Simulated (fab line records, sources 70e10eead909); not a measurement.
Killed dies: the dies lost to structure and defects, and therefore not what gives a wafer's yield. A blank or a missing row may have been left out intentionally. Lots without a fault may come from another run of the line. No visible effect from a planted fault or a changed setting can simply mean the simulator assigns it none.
Chamber matching / flow nand_harc / NHARC_A_DECK1_JOINT_CMP_02 on cmp-01 has 4 sister chambers
The step polishes SiOx. 14 wafers are shown with their chamber, then 7 later ones without.

## WAFERS WITH THEIR CHAMBER
wafer=L897.4; chamber=1; motor_current_A (A)=11.2; edge_zone_pressure_frac=1.001
wafer=L897.5; chamber=2; motor_current_A (A)=12.1; edge_zone_pressure_frac=0.996
wafer=L897.6; chamber=3; motor_current_A (A)=12.7; edge_zone_pressure_frac=1.001
wafer=L898.3; chamber=1; motor_current_A (A)=10.7; edge_zone_pressure_frac=0.997
wafer=L898.4; chamber=2; motor_current_A (A)=12.7; edge_zone_pressure_frac=1.002
wafer=L898.6; chamber=3; motor_current_A (A)=13.3; edge_zone_pressure_frac=1.000
wafer=L902.2; chamber=3; motor_current_A (A)=13.8; edge_zone_pressure_frac=1.003
wafer=L902.4; chamber=1; motor_current_A (A)=11.4; edge_zone_pressure_frac=1.007
wafer=L902.5; chamber=3; motor_current_A (A)=14.0; edge_zone_pressure_frac=1.002
wafer=L903.1; chamber=3; motor_current_A (A)=13.0; edge_zone_pressure_frac=0.992
wafer=L903.2; chamber=2; motor_current_A (A)=11.7; edge_zone_pressure_frac=0.996
wafer=L903.3; chamber=0; motor_current_A (A)=12.4; edge_zone_pressure_frac=1.000
wafer=L905.3; chamber=0; motor_current_A (A)=12.1; edge_zone_pressure_frac=0.994
wafer=L905.4; chamber=2; motor_current_A (A)=12.6; edge_zone_pressure_frac=0.996

SIGNATURES, as means of the wafers listed above
reading=motor_current_A; chamber 0=12.250; chamber 1=11.100; chamber 2=12.275; chamber 3=13.360; scatter within a chamber=0.461
reading=edge_zone_pressure_frac; chamber 0=0.99700; chamber 1=1.00167; chamber 2=0.99750; chamber 3=0.99960; scatter within a chamber=0.00416
Rule: a wafer's distance from a chamber is the root of the sum, over the readings, of the square of ((its reading less the chamber's mean) divided by the reading's scatter). If the next closest chamber is less than 2 further off than the closest, the wafer can't be placed; otherwise it belongs to the closest. The scatter: take each reading less its chamber's mean, square it, sum over the shown wafers, divide by the number of wafers less the number of chambers, and take the root.

## WAFERS WITHOUT THEIR CHAMBER
wafer=L905.5; motor_current_A (A)=12.5; edge_zone_pressure_frac=0.995
wafer=L906.3; motor_current_A (A)=13.5; edge_zone_pressure_frac=1.000
wafer=L906.4; motor_current_A (A)=12.7; edge_zone_pressure_frac=1.004
wafer=L906.6; motor_current_A (A)=12.7; edge_zone_pressure_frac=0.999
wafer=L920.2; motor_current_A (A)=11.2; edge_zone_pressure_frac=1.004
wafer=L920.3; motor_current_A (A)=13.4; edge_zone_pressure_frac=0.992
wafer=L920.5; motor_current_A (A)=13.6; edge_zone_pressure_frac=0.998

## CHAMBER TAKEN BY EACH
wafer=L905.5; from the rows above=can't be placed: 0 or 2 or 3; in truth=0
wafer=L906.3; from the rows above=3; in truth=3
wafer=L906.4; from the rows above=can't be placed: 3 or 2 or 0 or 1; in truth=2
wafer=L906.6; from the rows above=can't be placed: 2 or 0 or 3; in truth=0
wafer=L920.2; from the rows above=1; in truth=1
wafer=L920.3; from the rows above=can't be placed: 3 or 0 or 2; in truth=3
wafer=L920.5; from the rows above=3; in truth=3
3 of 7 placed correctly. Cannot be placed on the basis of these rows: 4; the candidates contain the true chamber in 4. Number placed wrongly: 0.
